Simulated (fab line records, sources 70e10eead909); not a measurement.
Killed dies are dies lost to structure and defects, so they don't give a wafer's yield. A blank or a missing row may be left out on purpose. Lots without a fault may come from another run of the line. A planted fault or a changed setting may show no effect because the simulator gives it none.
A struck lot beside a sound one | flow nand_harc | 24 steps out of a route of 1302
Sound: wafers L318.2, L318.3, L318.6. Struck: wafer L328.1. The cause comes at the end.
At each step with rows: each side's tool, then ch and its chambers, then its first start. Under that, the readings that differ: sound wafers | struck wafers | difference of the means | sigmas: that difference in standard deviations of wafers without a fault.
alike: readings whose means differ by less than 2 such deviations, and words and numbers that are the same on both sides. not compared: withheld readings, readings that some wafer has no value for, bounds like >300 that may hide the same value, and numbers for which the record gives no deviation and whose values overlap.
The two part at a step that has a row with sigmas, a row that says differs or no value, or rows on one side only. Numbers that don't overlap but have no deviation are shown without sigmas and don't part them. A reading that every wafer of one side lacks parts them only if that side has two wafers or more.

first, 4 steps without rows for these wafers: NHARC_P_GATE_PRECLEAN_71 (cleans in SC1); NHARC_P_GATE_SRD_72; NHARC_P_GATE_OXIDE_16 (material SiO2, target thk 3 nm, ox time 392 s); NHARC_P_GATE_CVD_17 (deposits poly-Si, target thk 150 nm, time 900 s).
NHARC_P_GATE_HM_DEP_102: deposits aC, target thk 120 nm.
  sound on acl_dep-03 ch 0, day 8 05:50; struck on acl_dep-01 ch 0, day 12 08:59
  alike: throttle_valve_pct
NHARC_P_GATE_DEP_103: deposits SiON, target thk 30 nm.
  sound on pecvd-01 ch 1,2, day 8 06:24; struck on pecvd-01 ch 2, day 12 09:44
  alike: heater_power_w
  not compared: since_wet_clean_h
then, 6 steps without rows for these wafers: NHARC_P_GATE_DEHYDRATE_18 (time 120 s); NHARC_P_GATE_HMDS_19 (time 30 s); NHARC_P_GATE_COAT_20 (resist thk 90 nm); NHARC_P_GATE_SOFTBAKE_21 (time 55 s); NHARC_P_GATE_EBR_22; NHARC_P_GATE_EXPOSE_23 (exposes mask P GATE, target cd 120 nm).
NHARC_P_GATE_PEB_24: peb time 65 s.
  sound on litho_track-01 ch 0, day 8 07:05; struck on litho_track-04 ch 0, day 12 10:22
  alike: chill_plate_temp_C
then, 1 step without rows for these wafers: NHARC_P_GATE_DEVELOP_25 (develop time 35 s).
NHARC_P_GATE_CD_MEAS_26: target cd 120 nm.
  sound on cd_sem-01 ch 0, day 8 07:10; struck on cd_sem-03 ch 0
  reading    | sound             | struck | difference | sigmas
  cd_nm (nm) | 119.4 120.1 121.1 | 106.5  | -13.7      | -21
  not compared: hold
NHARC_P_GATE_OVL_MEAS_27:
  sound on overlay-02, day 8 07:15; struck on overlay-01, day 12 12:37
  reading | sound | struck                   | difference                   | sigmas
  hold    | - - - | await_dispo/1.9h/release | no value on the sound wafers |
  alike: overlay_x_nm, overlay_y_nm
NHARC_P_GATE_INSPECT_28:
  sound on defect_inspect-02, day 8 07:18; struck on defect_inspect-02, day 12 12:40
  alike: raw_defect_count
NHARC_P_GATE_DESCUM_31: chemistry O2, time 3 s.
  sound on rie_diel-02 ch 1,2, day 8 07:22; struck on rie_diel-06 ch 1, day 12 12:44
  reading                 | sound             | struck | difference | sigmas
  model.P_GATE.cd_nm (nm) | 119.7 119.7 121.5 | 106.2  | -14.1      |
  alike: drypump_motor_current_A, oes_product_au, rf_vpp_V, showerhead_plenum_p_Torr, throttle_valve_pct
  not compared: rf_hours_counter_h
NHARC_P_GATE_ETCH_104: etches the open film in CF4/CHF3, target depth 60 nm.
  sound on rie_diel-02 ch 1,3, day 8 07:27; struck on rie_diel-06 ch 0, day 12 12:48
  alike: drypump_motor_current_A, oes_product_au, rf_vpp_V, showerhead_plenum_p_Torr, throttle_valve_pct
NHARC_P_GATE_HM_OPEN_105: chemistry O2/COS, target depth 360 nm.
  sound on rie_diel-02 ch 1,2,3; struck on rie_diel-06 ch 2
  reading      | sound             | struck | difference | sigmas
  rf_vpp_V (V) | 464.4 468.3 471.6 | 462.3  | -5.8       | -2
  alike: cos_flow_sccm, drypump_motor_current_A, oes_product_au, showerhead_plenum_p_Torr, throttle_valve_pct
  not compared: rf_hours_counter_h
then, 2 steps without rows for these wafers: NHARC_P_GATE_STRIP_106 (strips in O2/COS); NHARC_P_GATE_ETCH_114 (etches the open film in CF4/O2, target depth 30 nm, overetch 3 nm, time 16.5 s).
NHARC_P_GATE_ETCH_32: etches the open film in HBr/Cl2, target depth 150 nm, time 100.1 s.
  sound on rie_si-06 ch 0,3, day 8 07:50; struck on rie_si-02 ch 2, day 12 22:02
  reading                 | sound             | struck | difference | sigmas
  model.P_GATE.cd_nm (nm) | 119.3 117.7 119.7 | 110.3  | -8.6       |
  alike: drypump_motor_current_A, he_backside_leak_sccm, oes_product_au, throttle_valve_pct
  not compared: rf_hours_counter_h
NHARC_P_GATE_STRIP_108: strips in O2.
  sound on rie_diel-06 ch 0,2, day 8 08:01; struck on rie_diel-02 ch 1, day 12 22:13
  alike: drypump_motor_current_A, oes_product_au, rf_vpp_V, showerhead_plenum_p_Torr, throttle_valve_pct
  not compared: rf_hours_counter_h

WHERE THEY PART
First at NHARC_P_GATE_CD_MEAS_26; last, within this record, at NHARC_P_GATE_HM_OPEN_105. Later steps at which nothing parts them and some readings are alike: NHARC_P_GATE_ETCH_32, NHARC_P_GATE_STRIP_108.

WHY: what the simulator had put in
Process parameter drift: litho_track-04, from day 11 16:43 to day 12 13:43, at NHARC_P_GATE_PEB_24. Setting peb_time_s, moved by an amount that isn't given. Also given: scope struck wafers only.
